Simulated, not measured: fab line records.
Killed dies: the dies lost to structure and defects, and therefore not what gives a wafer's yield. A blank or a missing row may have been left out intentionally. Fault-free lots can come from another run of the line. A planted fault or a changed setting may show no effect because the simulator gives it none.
A lot that was struck, set against a sound lot | flow n5Finfet | 26 steps out of a route of 1938
Sound: the wafers L602.4, L602.5, L602.6. Wafers L606.1, L606.2, L606.6 were the ones struck. At the end, the cause is stated.
For every step that has rows: the tool of each side, followed by ch and its chambers, followed by its first start. Under that, the readings that differ: sound wafers | struck wafers | difference of the means | sigmas: that difference in standard deviations of wafers without a fault.
alike: readings whose means differ by less than 2 such deviations, and words and numbers that are the same on both sides. not compared: withheld readings, readings that some wafer has no value for, bounds like >300 that may hide the same value, and numbers for which the record gives no deviation and whose values overlap.
The two part at a step that has a row with sigmas, a row that says differs or no value, or rows on one side only. When numbers do not overlap yet have no deviation, they are printed without sigmas and do not part them. Lack of a reading on every wafer of one side parts them only where that side has two or more wafers.

first, 3 steps without rows for these wafers: N5_MOL_CONTACT_COAG_WET_ETCH_26 (target Co, target depth 13 nm); N5_MOL_CONTACT_COAG_WET_ETCH_116 (etches the open film in SC1-inhibited, target depth 4.6 nm, rinse time 30 s); N5_MOL_CONTACT_COAG_ALD_27 (deposits SiOC, target thk 17 nm, pulse time 1.5 s, time 2720 s).
N5_MOL_CONTACT_COAG_CMP_28: polishes, stops on SiNx, t overpolish 0.85 s, target thk 14.522 nm.
  sound on cmp-02 ch 0,1,2, day 5 12:05; struck on cmp-02 ch 1,2,3, day 6 08:13
  alike: motorCurrentA, slurryFilterDpKPa, timeToEndpointS
N5_MOL_CONTACT_COAG_THK_MEAS_29:
  sound on filmMetro-02 at day 5 12:19; struck on filmMetro-02 at day 6 08:26
  alike: MD_CAP_THK
then, 5 steps without rows for these wafers: N5_MOL_CONTACT_COAG_ALD_123 (deposits SiNx, target thk 5 nm, pulse time 1 s, purge time 2 s); N5_MOL_CONTACT_COAG_PECVD_31 (deposits SiO2 from TEOS/O2, target thk 46 nm, time 8.9 s); N5_MOL_CONTACT_COAG_COAT_75 (time 60 s, resist thk 60 nm); N5_MOL_CONTACT_COAG_COAT_76 (time 60 s, resist thk 10 nm); N5_MOL_CONTACT_COAG_COAT_77 (time 60 s, resist thk 10 nm).
N5_MOL_CONTACT_COAG_COAT_78: resist thk 40 nm.
  sound on lithoTrack-02 ch 0, day 5 13:11; struck on lithoTrack-02 ch 0, day 6 09:02
reading                                              | sound                | struck               | difference | sigmas
spinSpeedRpm (rpm)                                   | 1498.9 1498.5 1499.0 | 1422.0 1421.7 1423.6 | -76.4      | -76
model.CAR-EUV_of_MOL_CONTACT_COAG_COAT_78.thkNm (nm) | 40 40.2 40.2         | 41.2 41 41           | +0.9       | 
  alike: exhaustPa
then, 5 steps without rows for these wafers: N5_MOL_CONTACT_COAG_EBR_80; N5_MOL_CONTACT_COAG_SOFTBAKE_79 (time 60 s); N5_MOL_CONTACT_COAG_EXPOSE_81 (exposes mask VG, defocus 0 nm); N5_MOL_CONTACT_COAG_PEB_82 (peb time 60 s); N5_MOL_CONTACT_COAG_DEVELOP_83 (develop time 30 s).
N5_MOL_CONTACT_COAG_CD_MEAS_84 targets a cd of 25.1 nm.
  sound on cdSem-02 ch 0, day 5 13:35; struck on cdSem-01 ch 0, day 6 09:26
reading   | sound             | struck            | difference | sigmas
cdNm (nm) | 25.11 25.32 25.03 | 24.57 24.62 24.47 | -0.60      | -2
N5_MOL_CONTACT_COAG_OVL_MEAS_85:
  sound on overlay-02 ch 0, day 5 13:38; struck on overlay-01 ch 0, day 6 09:28
  alike: VG_OVL
N5_MOL_CONTACT_COAG_INSPECT_57: inspects for defects (brightfield).
  sound on defectInspect-02 at day 5 13:40; struck on defectInspect-02 at day 6 09:32
  alike: rawDefectCount
N5_MOL_CONTACT_COAG_DESCUM_88: chemistry O2, time 7 s.
  sound on rieDiel-02 ch 0,3, day 5 13:43; struck on rieDiel-06 ch 0,3, day 6 09:40
  alike: drypumpMotorCurrentA, oesProductAu, rfVppV, showerheadPlenumPTorr, throttleValvePct
  not compared: rfHoursCounterH
N5_MOL_CONTACT_COAG_ETCH_89: etches underlayer in N2/H2, target depth 13 nm, time 10.4 s.
  sound on rieDiel-02 ch 0,3, day 5 13:44; struck on rieDiel-06 ch 0,3, day 6 09:41
reading              | sound             | struck            | difference | sigmas
throttleValvePct (%) | 18.41 18.39 18.34 | 17.95 17.48 17.48 | -0.74      | -3
  alike: drypumpMotorCurrentA, etchRfOnTimeS, h2FlowSccm, oesProductAu, rfVppV, showerheadPlenumPTorr
  not compared: rfHoursCounterH
N5_MOL_CONTACT_COAG_ETCH_90: etches SiARC in CF4, target depth 13 nm, time 21.7 s.
  sound on rieDiel-02 ch 0,3, day 5 13:46; struck on rieDiel-06 ch 0,3, day 6 09:43
  alike: drypumpMotorCurrentA, etchRfOnTimeS, oesProductAu, rfVppV, showerheadPlenumPTorr, throttleValvePct
  not compared: rfHoursCounterH
then, 1 step without rows for these wafers: N5_MOL_CONTACT_COAG_ALD_131 (deposits SiO2, target thk 5 nm, pulse time 1 s, co reactant pulse time 1 s).
N5_MOL_CONTACT_COAG_ETCHBACK_132: etches SiO2 in CHF3, target depth 10 nm, time 6.7 s.
  sound on rieDiel-03 ch 0,1,3, day 5 14:01; struck on rieDiel-02 ch 0,2, day 6 10:02
reading                                              | sound          | struck         | difference | sigmas
model.CAR-EUV_of_MOL_CONTACT_COAG_COAT_78.thkNm (nm) | 15.6 15.8 15.6 | 16.6 16.6 16.6 | +0.9       | 
  alike: drypumpMotorCurrentA, oesProductAu, rfVppV, showerheadPlenumPTorr, throttleValvePct
  not compared: rfHoursCounterH
N5_MOL_CONTACT_COAG_ETCH_91: etches SOC in N2/H2, target depth 60 nm, overetch 21 nm, time 101.2 s.
  sound on rieDiel-03 ch 0,1,3, day 5 14:04; struck on rieDiel-02 ch 0,2, day 6 10:04
  alike: drypumpMotorCurrentA, h2FlowSccm, oesProductAu, rfVppV, showerheadPlenumPTorr, throttleValvePct
  not compared: rfHoursCounterH
-- the record jumps here: 7 days lie between the struck wafers' starts before and after (it left off in module MOL_CONTACT_COAG and takes up again in module PASSIVATION, whose first step shown is number 1936 of the route) --
N5_PASSIVATION_PROBE_49:
  the record has rows for the struck wafers here (prober-02, day 13 02:20) and none for the sound ones

== WHERE THEY PART ==
Last at N5_PASSIVATION_PROBE_49 as far as this record goes, first at N5_MOL_CONTACT_COAG_COAT_78.

WHY: whatever the simulator had introduced
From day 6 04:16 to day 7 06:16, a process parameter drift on lithoTrack-02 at N5_MOL_CONTACT_COAG_COAT_78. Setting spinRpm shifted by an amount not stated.
